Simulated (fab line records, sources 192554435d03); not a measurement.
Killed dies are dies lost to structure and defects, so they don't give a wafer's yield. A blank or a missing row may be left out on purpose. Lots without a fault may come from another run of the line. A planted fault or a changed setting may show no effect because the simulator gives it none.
Chamber matching | flow n5_finfet | N5_BEOL_M9_ETCH_66 on rie_diel-04: 4 sister chambers
The step etches SOC in N2/H2, target depth 80 nm, overetch 16 nm, time 120 s. 4 wafers are shown with their chamber, then 8 later ones without.

WAFERS WITH THEIR CHAMBER
wafer  | chamber | drypump_motor_current_A (A)
L083.4 | 0       | 5.3
L082.3 | 2       | 4.8
L082.6 | 1       | 5.6
L085.1 | 3       | 6.5

WAFERS WITHOUT THEIR CHAMBER
wafer  | drypump_motor_current_A (A)
L085.4 | 5.3
L085.6 | 6.4
L088.1 | 6.4
L088.3 | 5.6
L088.5 | 6.5
L089.2 | 5.3
L089.3 | 4.8
L089.6 | 4.8

WHICH CHAMBER EACH WENT THROUGH
wafer  | from the rows above | in truth
L085.4 | 0                   | 0
L085.6 | 3                   | 3
L088.1 | 3                   | 3
L088.3 | 1                   | 1
L088.5 | 3                   | 3
L089.2 | 0                   | 0
L089.3 | 2                   | 2
L089.6 | 2                   | 2
Placed correctly: 8 of 8. Can't be placed from these rows: 0. Placed wrongly: 0.
How it was worked out, from the rows above alone: a wafer's distance from a chamber is the root of the sum, over the readings, of the square of ((its reading less the chamber's mean) divided by the reading's scatter). The wafer belongs to the nearest chamber; if the next one is less than 2 further off, it can't be placed. A chamber's mean is the mean of its shown wafers. The scatter: with one shown wafer a chamber, the root of the mean of the squares of how far each hidden wafer lies from its nearest shown one.
